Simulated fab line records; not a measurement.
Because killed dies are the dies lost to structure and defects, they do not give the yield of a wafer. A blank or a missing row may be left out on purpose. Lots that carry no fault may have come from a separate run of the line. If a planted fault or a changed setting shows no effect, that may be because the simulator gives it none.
Matching of chambers + flow n5_finfet + 4 sister chambers for N5_HKMG_FIN_ETCH_58 on rie_diel-04
The step etches SOC in N2/H2, target depth 215.8 nm, time 741 s. 8 wafers are shown with their chamber, then 10 later ones without.

EACH WAFER AND ITS CHAMBER
| wafer  | chamber | throttle_valve_pct (%) | oes_product_au (a.u.) |
|--------|---------|------------------------|-----------------------|
| L075.2 | 1       | 17.89                  | 0.87                  |
| L082.5 | 3       | 17.93                  | 0.70                  |
| L084.5 | 1       | 17.93                  | 0.85                  |
| L085.2 | 3       | 17.96                  | 0.70                  |
| L085.3 | 0       | 17.78                  | 0.72                  |
| L085.4 | 2       | 17.50                  | 0.80                  |
| L086.1 | 0       | 17.79                  | 0.72                  |
| L086.3 | 2       | 17.51                  | 0.80                  |

WAFERS MISSING THEIR CHAMBER
| wafer  | throttle_valve_pct (%) | oes_product_au (a.u.) |
|--------|------------------------|-----------------------|
| L086.5 | 17.94                  | 0.84                  |
| L093.3 | 17.97                  | 0.82                  |
| L093.5 | 17.97                  | 0.82                  |
| L093.6 | 17.54                  | 0.78                  |
| L095.1 | 17.98                  | 0.82                  |
| L095.4 | 17.98                  | 0.81                  |
| L095.6 | 17.55                  | 0.78                  |
| L091.3 | 17.54                  | 0.77                  |
| L091.4 | 17.81                  | 0.70                  |
| L091.5 | 17.97                  | 0.81                  |

THE CHAMBER EACH PASSED THROUGH
| wafer  | from the rows above | in truth |
|--------|---------------------|----------|
| L086.5 | 1                   | 1        |
| L093.3 | 1                   | 1        |
| L093.5 | 1                   | 1        |
| L093.6 | 2                   | 2        |
| L095.1 | 1                   | 1        |
| L095.4 | 1                   | 1        |
| L095.6 | 2                   | 2        |
| L091.3 | 2                   | 2        |
| L091.4 | 0                   | 0        |
| L091.5 | 1                   | 1        |
Correctly placed: 10 of 10. Number that these rows cannot place: 0. Wrongly placed: 0.
How it was worked out, from the rows above alone: a wafer's distance from a chamber is the root of the sum, over the readings, of the square of ((its reading less the chamber's mean) divided by the reading's scatter). The wafer belongs to the nearest chamber; if the next one is less than 2 further off, it can't be placed. A chamber's mean is the mean of its shown wafers. The scatter: the root of (the sum of the squares of (reading less its chamber's mean) over the shown wafers, divided by (wafers less chambers)).
